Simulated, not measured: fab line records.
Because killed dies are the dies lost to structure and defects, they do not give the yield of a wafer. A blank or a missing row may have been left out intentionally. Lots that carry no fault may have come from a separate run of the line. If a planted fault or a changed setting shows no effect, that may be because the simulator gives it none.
Matching of chambers / flow n5 finfet / rie diel-05 running N5_FIN_SAQP_ETCH_67: 4 sister chambers
The step etches SiNx in CH3F/O2, target depth 30 nm. 18 wafers are shown with their chamber, then 9 later ones without.

== EACH WAFER AND ITS CHAMBER ==
wafer=L075.1; chamber=1; showerhead plenum p Torr (Torr)=2.05; drypump motor current A (A)=6.1; rf vpp V (V)=297
wafer=L075.2; chamber=3; showerhead plenum p Torr (Torr)=1.98; drypump motor current A (A)=6.1; rf vpp V (V)=299
wafer=L075.4; chamber=2; showerhead plenum p Torr (Torr)=2.10; drypump motor current A (A)=5.7; rf vpp V (V)=309
wafer=L076.2; chamber=3; showerhead plenum p Torr (Torr)=1.98; drypump motor current A (A)=6.1; rf vpp V (V)=299
wafer=L076.3; chamber=1; showerhead plenum p Torr (Torr)=2.05; drypump motor current A (A)=6.2; rf vpp V (V)=298
wafer=L076.4; chamber=0; showerhead plenum p Torr (Torr)=1.98; drypump motor current A (A)=5.3; rf vpp V (V)=304
wafer=L080.1; chamber=0; showerhead plenum p Torr (Torr)=1.98; drypump motor current A (A)=5.4; rf vpp V (V)=305
wafer=L080.3; chamber=2; showerhead plenum p Torr (Torr)=2.10; drypump motor current A (A)=5.7; rf vpp V (V)=309
wafer=L080.4; chamber=3; showerhead plenum p Torr (Torr)=1.98; drypump motor current A (A)=6.1; rf vpp V (V)=298
wafer=L081.2; chamber=0; showerhead plenum p Torr (Torr)=1.97; drypump motor current A (A)=5.3; rf vpp V (V)=302
wafer=L081.3; chamber=2; showerhead plenum p Torr (Torr)=2.09; drypump motor current A (A)=5.7; rf vpp V (V)=309
wafer=L081.5; chamber=2; showerhead plenum p Torr (Torr)=2.09; drypump motor current A (A)=5.6; rf vpp V (V)=309
wafer=L082.3; chamber=3; showerhead plenum p Torr (Torr)=1.98; drypump motor current A (A)=6.2; rf vpp V (V)=299
wafer=L082.4; chamber=1; showerhead plenum p Torr (Torr)=2.05; drypump motor current A (A)=6.1; rf vpp V (V)=299
wafer=L082.6; chamber=2; showerhead plenum p Torr (Torr)=2.09; drypump motor current A (A)=5.7; rf vpp V (V)=308
wafer=L089.2; chamber=1; showerhead plenum p Torr (Torr)=2.05; drypump motor current A (A)=6.1; rf vpp V (V)=297
wafer=L089.4; chamber=3; showerhead plenum p Torr (Torr)=1.97; drypump motor current A (A)=6.1; rf vpp V (V)=300
wafer=L089.6; chamber=0; showerhead plenum p Torr (Torr)=1.97; drypump motor current A (A)=5.3; rf vpp V (V)=303

SIGNATURES, as means of the wafers listed above
reading=showerhead plenum p Torr; chamber 0=1.9750; chamber 1=2.0500; chamber 2=2.0940; chamber 3=1.9780; scatter within a chamber=0.00463
reading=drypump motor current A; chamber 0=5.325; chamber 1=6.125; chamber 2=5.680; chamber 3=6.120; scatter within a chamber=0.0471
reading=rf vpp V; chamber 0=303.50; chamber 1=297.75; chamber 2=308.80; chamber 3=299.00; scatter within a chamber=0.868
Rule: a wafer lies at a distance from a chamber equal to the root of the sum of squares, over the readings, of (its reading less the chamber's mean, divided by the reading's scatter). If the next closest chamber is less than 2 further off than the closest, the wafer can't be placed; otherwise it belongs to the closest. The scatter: the root of (the sum of the squares of (reading less its chamber's mean) over the shown wafers, divided by (wafers less chambers)).

== WAFERS MISSING THEIR CHAMBER ==
wafer=L090.1; showerhead plenum p Torr (Torr)=1.97; drypump motor current A (A)=6.1; rf vpp V (V)=299
wafer=L090.3; showerhead plenum p Torr (Torr)=1.97; drypump motor current A (A)=5.3; rf vpp V (V)=301
wafer=L090.5; showerhead plenum p Torr (Torr)=2.05; drypump motor current A (A)=6.0; rf vpp V (V)=297
wafer=L093.1; showerhead plenum p Torr (Torr)=2.08; drypump motor current A (A)=5.7; rf vpp V (V)=308
wafer=L093.5; showerhead plenum p Torr (Torr)=2.08; drypump motor current A (A)=5.7; rf vpp V (V)=309
wafer=L093.6; showerhead plenum p Torr (Torr)=1.97; drypump motor current A (A)=6.1; rf vpp V (V)=298
wafer=L095.1; showerhead plenum p Torr (Torr)=1.97; drypump motor current A (A)=5.3; rf vpp V (V)=302
wafer=L095.2; showerhead plenum p Torr (Torr)=1.97; drypump motor current A (A)=6.1; rf vpp V (V)=299
wafer=L095.4; showerhead plenum p Torr (Torr)=2.04; drypump motor current A (A)=6.1; rf vpp V (V)=297

== WHICH CHAMBER EACH WENT THROUGH ==
wafer=L090.1; from the rows above=3; in truth=3
wafer=L090.3; from the rows above=0; in truth=0
wafer=L090.5; from the rows above=1; in truth=1
wafer=L093.1; from the rows above=2; in truth=2
wafer=L093.5; from the rows above=2; in truth=2
wafer=L093.6; from the rows above=3; in truth=3
wafer=L095.1; from the rows above=0; in truth=0
wafer=L095.2; from the rows above=3; in truth=3
wafer=L095.4; from the rows above=1; in truth=1
Correct placement for 9 of the 9. Left unplaced by these rows: 0. Placed wrongly: 0.
